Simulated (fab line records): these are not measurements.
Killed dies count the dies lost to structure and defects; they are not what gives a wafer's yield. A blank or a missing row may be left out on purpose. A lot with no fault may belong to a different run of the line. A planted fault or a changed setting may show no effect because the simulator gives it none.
One fault seen from 2 desks | flow n5Finfet | numbers are kept per desk, each desk with only its own; the story behind them comes last

DESK OF THE TOOL OWNER: aldMetal-03
The tool's own readings at N5_BEOL_M4_ALD_84 (deposits TaN, pulse time 2 s, purge time 3 s, co reactant purge time 2 s): means of the sampled wafers that have a number, for each lot that ran on this tool. Any lot whose mean is over 4 standard deviations away from the usual mean is out of limits and marked OUT; that distance is given in the brackets.
Columns: A = heaterPowerW at N5_BEOL_M4_ALD_84, usual 400 W; B = mfcCarrierSccm at N5_BEOL_M4_ALD_84, usual 1501 sccm
lot  | first seen here | A   | B
L525 | day 7 17:58     | 407 | 1501
L530 | day 9 03:05     | 393 | 1501
L532 | day 9 21:08     | 398 | 1503
L534 | day 10 05:20    | 388 | 1498
L543 | day 12 22:05    | 397 | 1500
L547 | day 13 20:17    | 395 | 1504
L548 | day 14 04:10    | 393 | 1498
This desk found nothing out of limits on any of the 7 lots.

FROM THE METROLOGY DESK
Means of the sampled wafers that have a number, per lot and without regard to the tool the lot ran on: this is what the gauges read. Any lot whose mean is over 4 standard deviations away from the usual mean is out of limits and marked OUT; that distance is given in the brackets. 7 of its 16 readings are shown: the first one out of limits and those lying furthest out on some lot.
Columns: A = cdNm at N5_BEOL_M4_CD_MEAS_35, usual 18.0 nm; B = CHAIN_V3 at N5_BEOL_M4_RC_MEAS_101, usual 234 ohm/link; C = CHAIN_V3_max_site at N5_BEOL_M4_RC_MEAS_101, usual 243 ohm/link; D = IOFF_N at N5_BEOL_M4_RC_MEAS_101, usual 0.155 nA/um; E = IOFF_P at N5_BEOL_M4_RC_MEAS_101, usual 0.20 nA/um; F = VT_N at N5_BEOL_M4_RC_MEAS_101, usual 250 mV; G = VT_P at N5_BEOL_M4_RC_MEAS_101, usual -251 mV
lot  | first seen here | A    | B              | C              | D     | E    | F   | G
L525 | day 7 17:10     | 17.6 | 248            | 258            | 0.155 | 0.21 | 251 | -251
L527 | day 8 21:16     | 18.8 | 223            | 234            | 0.156 | 0.21 | 248 | -249
L530 | day 9 02:23     | 18.2 | 282 (+5.3) OUT | 300 (+5.7) OUT | 0.126 | 0.17 | 251 | -253
L532 | day 9 20:31     | 17.9 | 267            | 278            | 0.104 | 0.14 | 256 | -256
L534 | day 10 04:55    | 18.5 | 271 (+4.0) OUT | 282            | 0.165 | 0.18 | 248 | -256
L539 | day 11 23:27    | 17.9 | 233            | 242            | 0.149 | 0.19 | 250 | -251
L543 | day 12 21:27    | 18.1 | 235            | 244            | 0.130 | 0.15 | 251 | -257
L547 | day 13 19:41    | 17.8 | 240            | 250            | 0.167 | 0.21 | 248 | -252
L546 | day 13 19:43    | 17.9 | 232            | 241            | 0.152 | 0.20 | 251 | -251
L548 | day 14 03:07    | 17.8 | 242            | 247            | 0.174 | 0.21 | 247 | -251
This desk reports L530, L534 out of limits; the earliest was L530 at day 9 06:25 (CHAIN_V3 at N5_BEOL_M4_RC_MEAS_101). L525, L527, L532, L539, L543, L547, L546, L548: within limits.

BROUGHT TOGETHER
L530, L534 would have let the metrology desk raise an alarm at day 9 06:25.
Nothing out of limits was seen by the tool owner's desk.
Tool owner's desk: L530, L534 on record, inside its limits.
The lots listed all ran N5_BEOL_M4_ALD_84 on aldMetal-03.

WHAT THE SIMULATOR HAD INSERTED
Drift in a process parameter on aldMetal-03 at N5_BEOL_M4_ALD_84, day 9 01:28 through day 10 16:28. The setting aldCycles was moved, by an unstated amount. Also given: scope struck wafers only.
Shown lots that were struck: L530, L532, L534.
Per desk, hours elapsed from the start of the fault to the first reading out of limits: for the metrology desk, 5.
